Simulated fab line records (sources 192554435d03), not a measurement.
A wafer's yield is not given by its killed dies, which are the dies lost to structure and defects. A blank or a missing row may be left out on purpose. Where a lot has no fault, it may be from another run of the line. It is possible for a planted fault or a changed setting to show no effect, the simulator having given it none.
fab line records :: flow n5_finfet
record:
  lots: 4
  wafers: 12
  last_day: 17
route steps=1938 shown BEOL_M7@1323 BEOL_M8@1332 PASSIVATION@1936
lots untouched by any fault: they come from a run of this same line in which no faults occurred
start_h: start of the lot's first displayed wafer, in hours after the record's first day :: wait_h: hours from the lot's prior step to this one :: " same as the row above :: L1.1+2: one row covering several wafers at once :: - no value present, or no start provided :: * or withheld: withheld :: < > ~ a bound
route shown NAME@n: a module of which the file shows steps, and the number in the route of the first :: usual: mean/standard deviation taken from wafers without a fault :: same: alike in all rows :: chamber/n: place in a boat :: sites: readings site by site :: _std_site: the values' standard deviation :: _edge_site: mean of outer sites minus mean of inner sites :: radius_mm: how far each site lies from the wafer's centre :: mask NAME#n: copy n :: behind: the most recent tool/chamber to have shaped the wafer :: hold: what put the lot on hold/how long, in hours/how the hold closed :: device: which transistor (n, p or np) failed to switch :: end of line: tests of these same wafers at the route's end :: a step without rows: its recipe alone :: killed: the dies lost at the first sort to structure and to defects; this is not the yield of the wafer :: map: a wafer's dies, x killed, . not, _ none there
set.NAME: setting as actually run; set.NAME@STEP: the setting as run at that earlier step :: model.NAME: the simulator's own value behind a step, which no gauge read
a table for each step, a row for each wafer; lots at some steps of the route
services: the hour from which a tool's chamber was out of use, counted from the record's first day as start_h (under 0 if before that day), plus the number of hours and why
== steps ==
step: N5_BEOL_M7_SPUTTER_48
recipe:
  material: Cu
  target_thk_a: 100
  temp_c: -20
  bias_v: 60
  power_w: 26000
  chamber_pressure_pa: 0.13
  time_s: 1.667
step: N5_BEOL_M7_ECD_50
recipe:
  material: Cu
  target_thk_a: 3000
step: N5_BEOL_M7_ANNEAL_51
recipe:
  temp_c: 225
  time_s: 90
  ambient: N2
step: N5_BEOL_M7_CMP_52
recipe:
  stop_on: SiCOH_lowk
  t_overpolish_s: 6.9
  down_force_psi: 1
  platen_rpm: 50
  clearing_platen_down_force_psi: 1.5
  clearing_platen_rpm: 50
  post_cmp_clean: cu_alkaline
  target_thk_nm: 80
  clearing_platen_pad_velocity_m_s: 0.99484
  pad_velocity_m_s: 0.99484
step: N5_BEOL_M7_PRE_CLEAN_55
recipe:
  gas: NH3
  time_s: 15
  temp_c: withheld
  rf_power_w: 300
step: N5_BEOL_M7_DEP_56
recipe:
  material: SiCN
  target_thk_a: 100
  temp_c: withheld
  precursor: 3MS/NH3
  pressure_torr: 3
  rf_w: 202
  time_s: 17.5
step: N5_BEOL_M8_ILD_DEP_00
recipe:
  material: SiCOH_lowk
  target_thk_a: 1797.5
  temp_c: 300
  precursor: DEMS/porogen
  pressure_torr: 5
  rf_w: 500
  time_s: 33.4
step: N5_BEOL_M8_CURE_74
recipe:
  temp_c: 385
  time_s: 240
  ambient: He/Ar
  material: SiCOH_lowk
step: N5_BEOL_M8_PECVD_70
recipe:
  material: SiO2
  target_thk_a: 200
  temp_c: 400
  precursor: TEOS/O2
  pressure_torr: 5.5
  rf_w: 450
  teos_flow_sccm: 53.8
  gas: O2
  flow_sccm: 3000
  time_s: 22.7
usual:
  heater_power_outer_w: 430/48
  heater_power_w: 723/71
  rf_fwd_power_W: 444.6/1.7
  showerhead_plenum_p_Torr: 8.78/0.073
  susceptor_temp_C: 400.01/0.23
  throttle_valve_pct: 21.7/0.88
lot.wafer: L351.2
tool: pecvd-03
chamber: 1
start_h: 248.12
wait_h: 0.0
heater_power_outer_w: 470
heater_power_w: 729
rf_fwd_power_W: 442.6
showerhead_plenum_p_Torr: 8.75
since_wet_clean_h: 2039
susceptor_temp_C: 399.71
throttle_valve_pct: 21.8
model.SiO2_of_BEOL_M8_PECVD_70.thk_nm: 20.2

lot.wafer: L351.5
tool: pecvd-03
chamber: 0
start_h: 248.12
wait_h: 0.0
heater_power_outer_w: 384
heater_power_w: 638
rf_fwd_power_W: 444.2
showerhead_plenum_p_Torr: 8.75
since_wet_clean_h: -
susceptor_temp_C: 399.53
throttle_valve_pct: 22.4
model.SiO2_of_BEOL_M8_PECVD_70.thk_nm: 19.8

lot.wafer: L351.6
tool: pecvd-03
chamber: 1
start_h: 248.12
wait_h: 0.0
heater_power_outer_w: 454
heater_power_w: 711
rf_fwd_power_W: 441.6
showerhead_plenum_p_Torr: 8.71
since_wet_clean_h: -
susceptor_temp_C: 399.94
throttle_valve_pct: 21.7
model.SiO2_of_BEOL_M8_PECVD_70.thk_nm: 20.6

lot.wafer: L352.3
tool: pecvd-01
chamber: 0
start_h: 252.26
wait_h: 0.0
heater_power_outer_w: 169
heater_power_w: 353
rf_fwd_power_W: 444.9
showerhead_plenum_p_Torr: 8.86
since_wet_clean_h: 775
susceptor_temp_C: 332.50
throttle_valve_pct: 21.3
model.SiO2_of_BEOL_M8_PECVD_70.thk_nm: 27

lot.wafer: L352.4
tool: pecvd-01
chamber: 0
start_h: 252.26
wait_h: 0.0
heater_power_outer_w: 172
heater_power_w: 349
rf_fwd_power_W: 445.1
showerhead_plenum_p_Torr: 8.88
since_wet_clean_h: -
susceptor_temp_C: 331.98
throttle_valve_pct: 21.2
model.SiO2_of_BEOL_M8_PECVD_70.thk_nm: 27.2

lot.wafer: L352.6
tool: pecvd-01
chamber: 1
start_h: 252.26
wait_h: 0.0
heater_power_outer_w: 424
heater_power_w: 707
rf_fwd_power_W: 442.7
showerhead_plenum_p_Torr: 8.68
since_wet_clean_h: -
susceptor_temp_C: 400.31
throttle_valve_pct: 22.8
model.SiO2_of_BEOL_M8_PECVD_70.thk_nm: 19.8

lot.wafer: L353.2
tool: pecvd-01
chamber: 2
start_h: 255.95
wait_h: 0.0
heater_power_outer_w: 461
heater_power_w: 724
rf_fwd_power_W: 444.1
showerhead_plenum_p_Torr: 8.79
since_wet_clean_h: 25
susceptor_temp_C: 399.99
throttle_valve_pct: 20.5
model.SiO2_of_BEOL_M8_PECVD_70.thk_nm: 19.4

lot.wafer: L353.5
tool: pecvd-01
chamber: 0
start_h: 255.95
wait_h: 0.0
heater_power_outer_w: 180
heater_power_w: 363
rf_fwd_power_W: 443.5
showerhead_plenum_p_Torr: 8.89
since_wet_clean_h: -
susceptor_temp_C: 332.33
throttle_valve_pct: 21.0
model.SiO2_of_BEOL_M8_PECVD_70.thk_nm: 27.6

lot.wafer: L353.6
tool: pecvd-01
chamber: 1
start_h: 255.95
wait_h: 0.0
heater_power_outer_w: 373
heater_power_w: 659
rf_fwd_power_W: 441.9
showerhead_plenum_p_Torr: 8.70
since_wet_clean_h: -
susceptor_temp_C: 399.87
throttle_valve_pct: 22.4
model.SiO2_of_BEOL_M8_PECVD_70.thk_nm: 20

lot.wafer: L362.4
tool: pecvd-01
chamber: 2
start_h: 322.60
wait_h: 0.1
heater_power_outer_w: 393
heater_power_w: 650
rf_fwd_power_W: 445.6
showerhead_plenum_p_Torr: 8.81
since_wet_clean_h: -
susceptor_temp_C: 399.74
throttle_valve_pct: 20.7
model.SiO2_of_BEOL_M8_PECVD_70.thk_nm: 20

lot.wafer: L362.5
tool: pecvd-01
chamber: 1
start_h: 322.60
wait_h: 0.1
heater_power_outer_w: 421
heater_power_w: 706
rf_fwd_power_W: 444.1
showerhead_plenum_p_Torr: 8.69
since_wet_clean_h: -
susceptor_temp_C: 399.98
throttle_valve_pct: 22.3
model.SiO2_of_BEOL_M8_PECVD_70.thk_nm: 20.2

lot.wafer: L362.6
tool: pecvd-01
chamber: 0
start_h: 322.60
wait_h: 0.1
heater_power_outer_w: 386
heater_power_w: 669
rf_fwd_power_W: 444.6
showerhead_plenum_p_Torr: 8.86
since_wet_clean_h: -
susceptor_temp_C: 400.05
throttle_valve_pct: 21.2
model.SiO2_of_BEOL_M8_PECVD_70.thk_nm: 20.2
step: N5_BEOL_M8_HM_DEP_02
recipe:
  material: TiN
  target_thk_a: 200
  temp_c: 25
  chamber_pressure_pa: 0.49996
step: N5_BEOL_M8_COAT_59
recipe:
  resist: SOC
  temp_c: 250
  time_s: 60
  spin_rpm: 1500
  resist_thk_nm: 100
step: N5_BEOL_M8_COAT_60
recipe:
  resist: SiARC
  temp_c: 220
  time_s: 60
  spin_rpm: 1500
  resist_thk_nm: 35
step: N5_BEOL_M8_COAT_05
recipe:
  resist: CAR-ArF
  spin_rpm: 1500
  resist_thk_nm: 90
step: N5_BEOL_M8_EBR_07
recipe:
  solvent: PGMEA
  ebr_width_mm: 1.5
step: N5_BEOL_M8_SOFTBAKE_06
recipe:
  temp_c: 110
  time_s: 60
  resist: CAR-ArF
step: N5_BEOL_M8_EXPOSE_08
recipe:
  mask_id: M8
  na: 1.35
  source_shape: dipole
  sigma_inner: 0.817
  sigma_outer: 0.97
  polarization: te
  dose_mj: 68.25
step: N5_BEOL_M8_PEB_09
recipe:
  peb_temp_c: withheld
  peb_time_s: 60
  resist: CAR-ArF
step: N5_BEOL_M8_DEVELOP_10
recipe:
  develop_time_s: 30
  developer: TMAH
  resist: CAR-ArF
  rinse_liquid: diw
  dry: air_spin
  dev_temp_c: 23
step: N5_BEOL_M8_DESCUM_16
recipe:
  chemistry: O2
  time_s: 7.9
  source_power_w: 50
  bias_power_w: 20
  pressure_mtorr: 20
  rf_frequency_hz: 2.712e+07
  temp_c: 40
  resist: CAR-ArF
  o2_flow_sccm: 225
step: N5_BEOL_M8_ETCH_61
recipe:
  chemistry: CF4
  target: SiARC
  target_depth_a: 455
  mask_material: CAR-ArF
  time_s: 75.8
  ion_energy_ev: 80
  pressure_mtorr: 40
  source_w: 545
  bias_w: 36
  Ar_flow_sccm: 100
  cf4_flow_sccm: 100
  ends: cleared
step: N5_BEOL_M8_ETCH_62
recipe:
  chemistry: N2/H2
  target: SOC
  target_depth_a: 1100
  overetch_a: 220
  mask_material: SiARC
  temp_c: 40
  time_s: 165
  ion_energy_ev: 200
  pressure_mtorr: 30
  source_w: 840
  bias_w: 150
  n2_flow_sccm: 200
  h2_flow_sccm: 200
step: N5_BEOL_M8_STRIP_68
recipe:
  chemistry: N2/H2
  temp_c: 40
  n2_flow_sccm: 200
  h2_flow_sccm: 200
  rf_frequency_hz: 6e+07
step: N5_BEOL_M8_STRIP_67
recipe:
  chemistry: CF4
  resist: SiARC
  power_w: 300
  bias_power_w: 75
  pressure_mtorr: 50
  cf4_flow_sccm: 150
  rf_frequency_hz: 6e+07
step: N5_BEOL_M8_HM_OPEN_17
recipe:
  chemistry: Cl2/BCl3
  target_depth_a: 200
  overetch_a: 60
  target: TiN
  mask_material: SOC
  ion_energy_ev: 150
  pressure_mtorr: 10
  icp_w: 1000
  bias_w: 126
  Cl2_flow_sccm: 53.25
  bcl3_flow_sccm: 21.75
  Ar_flow_sccm: 25
step: N5_BEOL_M8_STRIP_19
recipe:
  chemistry: O2
  power_w: 400
  temp_c: 40
  pressure_mtorr: 30
  rf_frequency_hz: 6e+07
  bias_power_w: 0
  overash_fraction: 0.2
  o2_flow_sccm: 225
step: N5_BEOL_M8_COAT_63
recipe:
  resist: SOC
  temp_c: 250
  time_s: 60
  spin_rpm: 1500
  resist_thk_nm: 60
step: N5_BEOL_M8_COAT_64
recipe:
  resist: SiARC
  temp_c: 220
  time_s: 60
  spin_rpm: 1500
  resist_thk_nm: 12
step: N5_BEOL_M8_COAT_71
recipe:
  resist: underlayer
  temp_c: 205
  time_s: 60
  spin_rpm: 1500
  resist_thk_nm: 5
step: N5_BEOL_M8_COAT_22
recipe:
  resist: CAR-EUV
  spin_rpm: 1500
  resist_thk_nm: 30
step: N5_BEOL_M8_EBR_24
recipe:
  solvent: PGMEA
  ebr_width_mm: 1.5
step: N5_BEOL_M8_SOFTBAKE_23
recipe:
  temp_c: 110
  time_s: 60
  resist: CAR-EUV
step: N5_BEOL_M8_EXPOSE_25
recipe:
  mask_id: V7
  na: 0.33
  source_shape: annular
  sigma_inner: 0.4
  sigma_outer: 0.8
  polarization: unpolarized
  target_cd_nm: 40
  dose_mj: 42.5
step: N5_BEOL_M8_PEB_26
recipe:
  peb_temp_c: 100
  peb_time_s: 60
  resist: CAR-EUV
step: N5_BEOL_M8_DEVELOP_27
recipe:
  develop_time_s: 30
  developer: TMAH
  resist: CAR-EUV
  rinse_liquid: surfactant_rinse
  dry: air_spin
  dev_temp_c: 23
step: N5_BEOL_M8_HM_STRIP_39
recipe:
  chemistry: peroxide_tin_strip
  material: TiN
  target_depth_a: 250
  temp_c: 50
  time_s: 158
lot.wafer: L351.2
tool: wet_bench-02
chamber: 3
start_h: 253.75
wait_h: 0.0
model.SiO2_of_BEOL_M8_PECVD_70.thk_nm: 20

lot.wafer: L351.5
tool: wet_bench-02
chamber: 1
start_h: 253.75
wait_h: 0.0
model.SiO2_of_BEOL_M8_PECVD_70.thk_nm: 19.6

lot.wafer: L351.6
tool: wet_bench-02
chamber: 5
start_h: 253.75
wait_h: 0.0
model.SiO2_of_BEOL_M8_PECVD_70.thk_nm: 20.4

lot.wafer: L352.3
tool: wet_bench-02
chamber: 5
start_h: 258.18
wait_h: 0.0
model.SiO2_of_BEOL_M8_PECVD_70.thk_nm: 26.8

lot.wafer: L352.4
tool: wet_bench-02
chamber: 7
start_h: 258.18
wait_h: 0.0
model.SiO2_of_BEOL_M8_PECVD_70.thk_nm: 27.2

lot.wafer: L352.6
tool: wet_bench-02
chamber: 2
start_h: 258.18
wait_h: 0.0
model.SiO2_of_BEOL_M8_PECVD_70.thk_nm: 19.6

lot.wafer: L353.2
tool: wet_bench-01
chamber: 1
start_h: 263.73
wait_h: 0.0
model.SiO2_of_BEOL_M8_PECVD_70.thk_nm: 19.4

lot.wafer: L353.5
tool: wet_bench-01
chamber: 0
start_h: 263.73
wait_h: 0.0
model.SiO2_of_BEOL_M8_PECVD_70.thk_nm: 27.4

lot.wafer: L353.6
tool: wet_bench-01
chamber: 6
start_h: 263.73
wait_h: 0.0
model.SiO2_of_BEOL_M8_PECVD_70.thk_nm: 19.8

lot.wafer: L362.4+5
tool: wet_bench-01
chamber: 5,1
start_h: 326.84
wait_h: 0.0
model.SiO2_of_BEOL_M8_PECVD_70.thk_nm: 20

lot.wafer: L362.6
tool: wet_bench-01
chamber: 4
start_h: 326.84
wait_h: 0.0
model.SiO2_of_BEOL_M8_PECVD_70.thk_nm: 20.2
step: N5_BEOL_M8_CMP_52
recipe:
  stop_on: SiCOH_lowk
  t_overpolish_s: 6.9
  down_force_psi: 1
  platen_rpm: 50
  clearing_platen_down_force_psi: 1.5
  clearing_platen_rpm: 50
  post_cmp_clean: cu_alkaline
  target_thk_nm: 80
  clearing_platen_pad_velocity_m_s: 0.99484
  pad_velocity_m_s: 0.99484
usual:
  barrier_field_endpoint_s: 28.6/0.97
  edge_zone_pressure_frac: 1.000/0.0052
  motor_current_A: 6.3/0.63
  slurry_flow_ml_min: 150.1/0.46
lot.wafer: L351.2
tool: cmp-03
chamber: 0
start_h: 259.80
wait_h: 0.2
barrier_field_endpoint_s: 28.5
edge_zone_pressure_frac: 1.003
motor_current_A: 6.1
slurry_flow_ml_min: 150.0

lot.wafer: L351.6
tool: cmp-03
chamber: 0
start_h: 259.80
wait_h: 0.2
barrier_field_endpoint_s: 29.0
edge_zone_pressure_frac: 0.998
motor_current_A: 6.0
slurry_flow_ml_min: 150.2

lot.wafer: L351.5
tool: cmp-03
chamber: 1
start_h: 259.80
wait_h: 0.2
barrier_field_endpoint_s: 28.9
edge_zone_pressure_frac: 0.994
motor_current_A: 7.0
slurry_flow_ml_min: 150.3

lot.wafer: L352.4
tool: cmp-03
chamber: 2
start_h: 260.43
wait_h: 0.1
barrier_field_endpoint_s: 36.6
edge_zone_pressure_frac: 1.007
motor_current_A: 7.2
slurry_flow_ml_min: 149.2

lot.wafer: L352.3
tool: cmp-03
chamber: 1
start_h: 260.43
wait_h: 0.1
barrier_field_endpoint_s: 37.7
edge_zone_pressure_frac: 1.001
motor_current_A: 6.8
slurry_flow_ml_min: 150.8

lot.wafer: L352.6
tool: cmp-03
chamber: 2
start_h: 260.43
wait_h: 0.1
barrier_field_endpoint_s: 27.8
edge_zone_pressure_frac: 1.001
motor_current_A: 7.1
slurry_flow_ml_min: 149.9

lot.wafer: L353.2
tool: cmp-04
chamber: 0
start_h: 267.24
wait_h: 0.3
barrier_field_endpoint_s: 27.1
edge_zone_pressure_frac: 0.997
motor_current_A: 6.2
slurry_flow_ml_min: 150.6

lot.wafer: L353.6
tool: cmp-04
chamber: 2
start_h: 267.24
wait_h: 0.3
barrier_field_endpoint_s: 29.2
edge_zone_pressure_frac: 0.998
motor_current_A: 5.6
slurry_flow_ml_min: 150.5

lot.wafer: L353.5
tool: cmp-04
chamber: 3
start_h: 267.24
wait_h: 0.3
barrier_field_endpoint_s: 38.2
edge_zone_pressure_frac: 0.995
motor_current_A: 5.9
slurry_flow_ml_min: 149.9

lot.wafer: L362.4
tool: cmp-04
chamber: 1
start_h: 329.46
wait_h: 0.2
barrier_field_endpoint_s: 30.8
edge_zone_pressure_frac: 1.007
motor_current_A: 6.7
slurry_flow_ml_min: 150.0

lot.wafer: L362.6
tool: cmp-04
chamber: 0
start_h: 329.46
wait_h: 0.2
barrier_field_endpoint_s: 28.7
edge_zone_pressure_frac: 1.003
motor_current_A: 6.4
slurry_flow_ml_min: 150.6

lot.wafer: L362.5
tool: cmp-04
chamber: 1
start_h: 329.46
wait_h: 0.2
barrier_field_endpoint_s: 29.7
edge_zone_pressure_frac: 1.004
motor_current_A: 6.5
slurry_flow_ml_min: 150.2
step: N5_PASSIVATION_PROBE_49
usual:
  defect_limited_yield: 91.8/1.5
  killed_at_M0_to_M3: 33/11
  killed_at_M4_up: 13/5
  killed_at_contacts: 11/5.6
  killed_at_front_end: 36/12
  killed_at_other: 3.4/2.5
  killed_dies: 97/18
  killed_open: 64/13
  killed_short: 31/6.9
  sort_bin_5_function: 4.8/1
  sort_bin_6_memory: 3.1/0.64
  sort_n_pass: 1083/18
  sort_yield_pct: 91.8/1.5
same:
  gross_dies: 1180
  killed_at_back_side: 0
  sort_bin_4_leakage[%]: 0
  sort_bin_8_speed[%]: 0
lot.wafer: L353.2
tool: prober-01
chamber: -
start_h: 325.50
wait_h: 0.1
defect_limited_yield[%]: 91.2
killed_at_M0_to_M3: 34
killed_at_M4_up: 17
killed_at_contacts: 15
killed_at_front_end: 36
killed_at_other: 2
killed_dies: 104
killed_open: 68
killed_short: 32
sort_bin_5_function[%]: 5.3
sort_bin_6_memory[%]: 3.1
sort_n_pass: 1076
sort_yield_pct[%]: 91.2

lot.wafer: L353.6
tool: prober-01
chamber: -
start_h: 325.70
wait_h: 0.3
defect_limited_yield[%]: 92.5
killed_at_M0_to_M3: 19
killed_at_M4_up: 22
killed_at_contacts: 9
killed_at_front_end: 37
killed_at_other: 2
killed_dies: 89
killed_open: 64
killed_short: 24
sort_bin_5_function[%]: 4.0
sort_bin_6_memory[%]: 3.4
sort_n_pass: 1091
sort_yield_pct[%]: 92.5

lot.wafer: L352.3
tool: prober-02
chamber: -
start_h: 325.84
wait_h: 0.1
defect_limited_yield[%]: 93.6
killed_at_M0_to_M3: 29
killed_at_M4_up: 18
killed_at_contacts: 5
killed_at_front_end: 19
killed_at_other: 4
killed_dies: 75
killed_open: 50
killed_short: 25
sort_bin_5_function[%]: 3.6
sort_bin_6_memory[%]: 2.5
sort_n_pass: 1105
sort_yield_pct[%]: 93.6

lot.wafer: L352.4
tool: prober-02
chamber: -
start_h: 325.89
wait_h: 0.2
defect_limited_yield[%]: 90.9
killed_at_M0_to_M3: 58
killed_at_M4_up: 9
killed_at_contacts: 9
killed_at_front_end: 31
killed_at_other: 0
killed_dies: 107
killed_open: 69
killed_short: 37
sort_bin_5_function[%]: 4.4
sort_bin_6_memory[%]: 4.2
sort_n_pass: 1073
sort_yield_pct[%]: 90.9

lot.wafer: L352.6
tool: prober-02
chamber: -
start_h: 325.99
wait_h: 0.3
defect_limited_yield[%]: 93.1
killed_at_M0_to_M3: 36
killed_at_M4_up: 10
killed_at_contacts: 9
killed_at_front_end: 26
killed_at_other: 1
killed_dies: 82
killed_open: 60
killed_short: 21
sort_bin_5_function[%]: 4.3
sort_bin_6_memory[%]: 2.3
sort_n_pass: 1098
sort_yield_pct[%]: 93.1

lot.wafer: L351.2
tool: prober-01
chamber: -
start_h: 327.49
wait_h: 0.1
defect_limited_yield[%]: 91.5
killed_at_M0_to_M3: 20
killed_at_M4_up: 10
killed_at_contacts: 23
killed_at_front_end: 43
killed_at_other: 4
killed_dies: 100
killed_open: 65
killed_short: 34
sort_bin_5_function[%]: 4.8
sort_bin_6_memory[%]: 3.3
sort_n_pass: 1080
sort_yield_pct[%]: 91.5

lot.wafer: L351.5
tool: prober-01
chamber: -
start_h: 327.64
wait_h: 0.2
defect_limited_yield[%]: 91.2
killed_at_M0_to_M3: 32
killed_at_M4_up: 13
killed_at_contacts: 19
killed_at_front_end: 36
killed_at_other: 4
killed_dies: 104
killed_open: 72
killed_short: 32
sort_bin_5_function[%]: 5.2
sort_bin_6_memory[%]: 3.4
sort_n_pass: 1076
sort_yield_pct[%]: 91.2

lot.wafer: L351.6
tool: prober-01
chamber: -
start_h: 327.69
wait_h: 0.3
defect_limited_yield[%]: 91.4
killed_at_M0_to_M3: 35
killed_at_M4_up: 6
killed_at_contacts: 11
killed_at_front_end: 38
killed_at_other: 11
killed_dies: 101
killed_open: 65
killed_short: 35
sort_bin_5_function[%]: 4.7
sort_bin_6_memory[%]: 3.6
sort_n_pass: 1079
sort_yield_pct[%]: 91.4
killed by level:class
L353.2 MOL_CONTACT_COAG:geometric_particle:open=12 FIN_SAQP:geometric_particle:open=11 BEOL_M0_SAQP:geometric_particle:open=8 BEOL_M0_SAQP:geometric_particle:short=7 BEOL_M2:geometric_particle:open=7 FIN_SAQP:geometric_particle:short=5 BEOL_M1:geometric_particle:open=5 BEOL_M5:geometric_particle:open=5
L353.6 DUMMY_GATE:geometric_particle:open=8 MOL_CONTACT_COAG:geometric_particle:open=8 BEOL_M4:geometric_particle:open=8 FIN_SAQP:geometric_particle:open=7 BEOL_M1:geometric_particle:open=5 BEOL_M3:geometric_particle:open=5 STI_FIN_REVEAL:geometric_particle:open=4 STI_FIN_REVEAL:geometric_particle:short=4
L352.3 BEOL_M4:geometric_particle:open=8 BEOL_M2:geometric_particle:open=6 BEOL_M5:geometric_particle:open=6 MOL_CONTACT_COAG:geometric_particle:open=5 BEOL_M0_SAQP:geometric_particle:open=5 ILD0:geometric_particle:short=4 GATE_CUT:geometric_particle:short=4 BEOL_M0_SAQP:geometric_particle:short=3
L352.4 BEOL_M3:geometric_particle:open=13 BEOL_M0:geometric_particle:open=10 MOL_CONTACT_COAG:geometric_particle:open=8 BEOL_M0_SAQP:geometric_particle:short=8 GATE_CUT:geometric_particle:short=6 BEOL_M0_SAQP:geometric_particle:open=6 BEOL_M2:geometric_particle:short=6 FIN_SAQP:geometric_particle:open=5
L352.6 BEOL_M2:geometric_particle:open=9 FIN_SAQP:geometric_particle:open=8 BEOL_M3:geometric_particle:open=8 MOL_CONTACT_COAG:geometric_particle:open=7 BEOL_M0_SAQP:geometric_particle:short=5 STARTING-WAFER:geometric_particle:open=4 FIN_SAQP:geometric_particle:short=3 ILD0:geometric_particle:open=3
L351.2 MOL_CONTACT_COAG:geometric_particle:open=18 FIN_SAQP:geometric_particle:short=11 BEOL_M1:geometric_particle:open=8 STI_FIN_REVEAL:geometric_particle:open=6 FIN_SAQP:geometric_particle:open=5 MOL_CONTACT_COAG:geometric_particle:short=5 STARTING-WAFER:geometric_particle:short=5 STARTING-WAFER:geometric_particle:open=5
L351.5 MOL_CONTACT_COAG:geometric_particle:open=13 STI_FIN_REVEAL:geometric_particle:open=12 BEOL_M2:geometric_particle:open=7 BEOL_M3:geometric_particle:open=7 FIN_SAQP:geometric_particle:open=6 MOL_CONTACT_COAG:geometric_particle:short=6 BEOL_M0_SAQP:geometric_particle:short=6 BEOL_M0_SAQP:geometric_particle:open=5
L351.6 MOL_CONTACT_COAG:geometric_particle:open=11 BEOL_M2:geometric_particle:open=10 BEOL_M3:geometric_particle:open=9 FIN_SAQP:geometric_particle:short=6 STI_FIN_REVEAL:geometric_particle:open=6 FIN_SAQP:geometric_particle:open=5 GATE_CUT:geometric_particle:short=5 BEOL_M0_SAQP:geometric_particle:short=5
== services ==
tool: pecvd-01
chamber: 0
start_h: 226.24
hours: 23.5
kind: repair

tool: cmp-04
chamber: -
start_h: 229.89
hours: 4.0
kind: pm

tool: pecvd-01
chamber: 2
start_h: 233.26
hours: 6.5
kind: repair

tool: cmp-04
chamber: -
start_h: 233.89
hours: -
kind: consumable_replace:conditioner

tool: cmp-04
chamber: -
start_h: 233.89
hours: -
kind: consumable_replace:pad

tool: pecvd-01
chamber: -
start_h: 237.10
hours: 5.5
kind: pm

tool: pecvd-01
chamber: -
start_h: 246.30
hours: 0.3
kind: repair

tool: pecvd-01
chamber: -
start_h: 265.34
hours: 11.7
kind: repair

tool: wet_bench-01
chamber: -
start_h: 284.72
hours: 2.6
kind: repair

tool: cmp-03
chamber: -
start_h: 286.72
hours: 6.2
kind: pm

tool: cmp-04
chamber: -
start_h: 317.77
hours: 1.3
kind: repair
== key ==
first_sign:
  step: N5_BEOL_M8_PECVD_70
  reading: susceptor_temp_C
  direction: down
  sigmas: 99+
  usual: *
  struck: *
effect:
  step: N5_BEOL_M8_PECVD_70
  reading: heater_power_outer_w
  direction: down
  sigmas: 5.3
  usual: *
  struck: *
effect:
  step: N5_BEOL_M8_CMP_52
  reading: barrier_field_endpoint_s
  direction: up
  sigmas: 9.1
  usual: 28.6
  struck: 37.5
model_effect:
  step: N5_BEOL_M8_PECVD_70
  value: SiO2_of_BEOL_M8_PECVD_70.thk_nm
  without: 19.73
  struck: 27.27
model_effect:
  step: N5_BEOL_M8_HM_STRIP_39
  value: SiO2_of_BEOL_M8_PECVD_70.thk_nm
  without: 19.6
  struck: 27.13
met_at N5_BEOL_M8_PECVD_70
struck_wafers L352.3,L352.4,L353.5
fault:
  kind: process_parameter_drift
  tool: pecvd-01
  chamber: 0
  onset_h: 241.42
  steps: N5_BEOL_M8_PECVD_70
  channel: temp_c
  offset: *
  shape: step
  end_h: 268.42
  acts_in: *
  stated: *
